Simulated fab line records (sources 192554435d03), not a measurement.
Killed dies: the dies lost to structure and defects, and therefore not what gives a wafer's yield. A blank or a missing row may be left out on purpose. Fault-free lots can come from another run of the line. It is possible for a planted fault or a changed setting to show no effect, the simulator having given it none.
What tool caused it? | flow n5_finfet | Sampling: 24 lots, 72 wafers, 3 of 1938 route steps

== WHAT THE GAUGES READ, wafer by wafer ==
N5_BEOL_M7_INSPECT_13: inspects for defects (brightfield). Usual: raw_defect_count 429, standard deviation 100.
lot  | measured     | on                | raw_defect_count | flag
L075 | day 8 12:26  | defect_inspect-01 | 334 416 464      |
L076 | day 8 15:23  | defect_inspect-02 | 530 424 512      |
L074 | day 8 15:56  | defect_inspect-02 | 440 249 231      |
L077 | day 9 04:04  | defect_inspect-02 | 484 447 436      |
L078 | day 9 10:23  | defect_inspect-02 | 575 498 361      |
L079 | day 9 13:12  | defect_inspect-02 | 295 372 350      |
L082 | day 12 01:44 | defect_inspect-01 | 343 363 368      |
L080 | day 12 05:19 | defect_inspect-01 | 498 437 489      |
L085 | day 12 10:40 | defect_inspect-01 | 362 438 359      |
L083 | day 12 15:10 | defect_inspect-02 | 292 366 367      |
L086 | day 12 19:02 | defect_inspect-02 | 540 658 641      |
L084 | day 12 19:05 | defect_inspect-01 | 362 442 326      |
L087 | day 12 21:12 | defect_inspect-01 | 510 403 420      |
L088 | day 12 21:22 | defect_inspect-01 | 482 415 441      |
L090 | day 13 02:10 | defect_inspect-01 | 506 722 406      |
L089 | day 13 02:26 | defect_inspect-02 | 445 561 360      |
L091 | day 13 11:57 | defect_inspect-01 | 499 544 394      |
L092 | day 13 12:17 | defect_inspect-02 | 441 355 483      |
L093 | day 14 00:26 | defect_inspect-02 | 724 549 552      |
L094 | day 14 06:47 | defect_inspect-01 | 322 407 301      |
L095 | day 14 10:44 | defect_inspect-01 | 409 297 331      |
L096 | day 14 22:08 | defect_inspect-02 | 338 404 338      |
L081 | day 15 02:22 | defect_inspect-01 | 362 377 359      |
L097 | day 15 07:26 | defect_inspect-02 | 412 459 547      |

N5_BEOL_M7_CD_MEAS_28 targets a cd of 40 nm. Usual: cd_nm 39.96 nm, standard deviation 0.26.
lot  | measured     | on        | cd_nm (nm)        | flag
L075 | day 8 13:14  | cd_sem-02 | 40.11 40.15 39.80 |
L076 | day 8 16:19  | cd_sem-02 | 39.56 39.91 40.12 |
L074 | day 8 17:52  | cd_sem-03 | 39.76 39.75 39.71 |
L077 | day 9 05:23  | cd_sem-03 | 40.24 39.87 39.92 |
L078 | day 9 11:24  | cd_sem-01 | 39.47 39.82 39.60 |
L079 | day 9 14:13  | cd_sem-02 | 40.08 39.94 40.17 |
L082 | day 12 08:53 | cd_sem-03 | 40.29 40.16 40.29 |
L080 | day 12 11:28 | cd_sem-01 | 39.99 40.19 39.92 |
L085 | day 12 11:58 | cd_sem-02 | 39.90 39.75 39.69 |
L083 | day 12 18:07 | cd_sem-02 | 40.30 40.41 40.54 |
L086 | day 12 20:13 | cd_sem-01 | 39.69 39.70 40.00 |
L084 | day 12 20:26 | cd_sem-02 | 40.16 40.01 40.20 |
L087 | day 13 00:58 | cd_sem-02 | 39.92 39.90 39.80 |
L088 | day 13 01:08 | cd_sem-02 | 40.32 40.35 40.46 |
L090 | day 13 04:59 | cd_sem-03 | 39.69 40.05 40.05 |
L089 | day 13 05:10 | cd_sem-03 | 39.77 39.63 39.98 |
L091 | day 13 13:44 | cd_sem-03 | 39.93 40.21 40.63 |
L092 | day 13 13:55 | cd_sem-02 | 39.67 39.50 39.68 |
L093 | day 14 01:27 | cd_sem-03 | 39.56 39.86 40.20 |
L094 | day 14 08:19 | cd_sem-02 | 39.84 39.98 40.44 |
L095 | day 14 12:34 | cd_sem-01 | 39.74 39.91 39.55 |
L096 | day 15 01:17 | cd_sem-01 | 39.88 39.94 39.90 |
L081 | day 15 05:58 | cd_sem-03 | 40.22 40.15 40.21 |
L097 | day 15 10:07 | cd_sem-02 | 39.88 39.90 39.77 |

== EACH LOT AND THE TOOL THAT RAN IT (in order: tool; ch and the chambers of the sampled wafers; start) ==
lot  | N5_BEOL_M7_CURE_74
L075 | uv_cure-03 ch 0, day 8 11:31
L076 | uv_cure-01 ch 0, day 8 14:24
L074 | uv_cure-03 ch 2, day 8 14:34
L077 | uv_cure-03 ch 0, day 9 02:42
L078 | uv_cure-02 ch 1, day 9 09:25
L079 | uv_cure-03 ch 1, day 9 12:12
L082 | uv_cure-02 ch 2, day 12 00:24
L080 | uv_cure-03 ch 2, day 12 01:58
L085 | uv_cure-02 ch 0, day 12 09:34
L083 | uv_cure-02 ch 0, day 12 12:07
L086 | uv_cure-03 ch 1, day 12 16:22
L084 | uv_cure-03 ch 1, day 12 17:10
L087 | uv_cure-01 ch 0, day 12 19:50
L088 | uv_cure-02 ch 0, day 12 20:10
L090 | uv_cure-01 ch 1, day 12 23:14
L089 | uv_cure-03 ch 1, day 13 00:34
L091 | uv_cure-02 ch 2, day 13 08:57
L092 | uv_cure-03 ch 0, day 13 10:17
L093 | uv_cure-01 ch 1, day 13 23:20
L094 | uv_cure-03 ch 1, day 14 05:16
L095 | uv_cure-01 ch 0, day 14 08:56
L096 | uv_cure-02 ch 0, day 14 18:16
L081 | uv_cure-02 ch 0, day 14 23:31
L097 | uv_cure-03 ch 1, day 15 05:18
- N5_BEOL_M7_CURE_74: cures SiCOH lowk, time 240 s.

== AS READ BY THE TOOLS THEMSELVES (means over the sampled wafers that have a number; for cases with no such wafer, the mark the record gives instead) ==
N5_BEOL_M7_CURE_74. Usual: lamp_power_pct 52.30 %, standard deviation 0.052; wafer_temp_C_max 387.0, standard deviation 0.69.
lot  | tool       | lamp_power_pct (%) | wafer_temp_C_max | flag
L075 | uv_cure-03 | 52.32              | 387.8            |
L076 | uv_cure-01 | 52.25              | 386.8            |
L074 | uv_cure-03 | 52.24              | 386.2            |
L077 | uv_cure-03 | 52.31              | 387.4            |
L078 | uv_cure-02 | 52.29              | 386.3            |
L079 | uv_cure-03 | 52.36              | 388.0            |
L082 | uv_cure-02 | 52.28              | 386.6            |
L080 | uv_cure-03 | 52.34              | 386.5            |
L085 | uv_cure-02 | 52.30              | 386.1            |
L083 | uv_cure-02 | 52.24              | 387.0            |
L086 | uv_cure-03 | 52.33              | 388.0            |
L084 | uv_cure-03 | 52.27              | 387.6            |
L087 | uv_cure-01 | 52.32              | 386.6            |
L088 | uv_cure-02 | 52.29              | 386.6            |
L090 | uv_cure-01 | 52.27              | 386.7            |
L089 | uv_cure-03 | 52.26              | 387.3            |
L091 | uv_cure-02 | 52.35              | 386.5            |
L092 | uv_cure-03 | 52.26              | 387.6            |
L093 | uv_cure-01 | 52.25              | 386.3            |
L094 | uv_cure-03 | 52.32              | 387.8            |
L095 | uv_cure-01 | 52.30              | 386.9            |
L096 | uv_cure-02 | 52.31              | 386.3            |
L081 | uv_cure-02 | 52.29              | 386.5            |
L097 | uv_cure-03 | 52.30              | 387.7            |

== THE ANSWER, worked out from the rows above alone ==
Rule: a lot is off if the mean of its wafers that have a number lies more than 3 standard deviations from the usual mean. A lot without any number at a reading at which 4 lots or more have one is off too. Where the step has rows for the other lots, those lots are counted as sound. Order of review: gauges by route order, followed by the tools' own readings, for which a lot's mean as printed above is used. The first step at which some lot is off is used, and at that step the reading that is off furthest; a lot without a number counts as furthest.
None of the lots is off at any reading shown; this tells nothing.

== WHAT HAD BEEN PUT IN BY THE SIMULATOR ==
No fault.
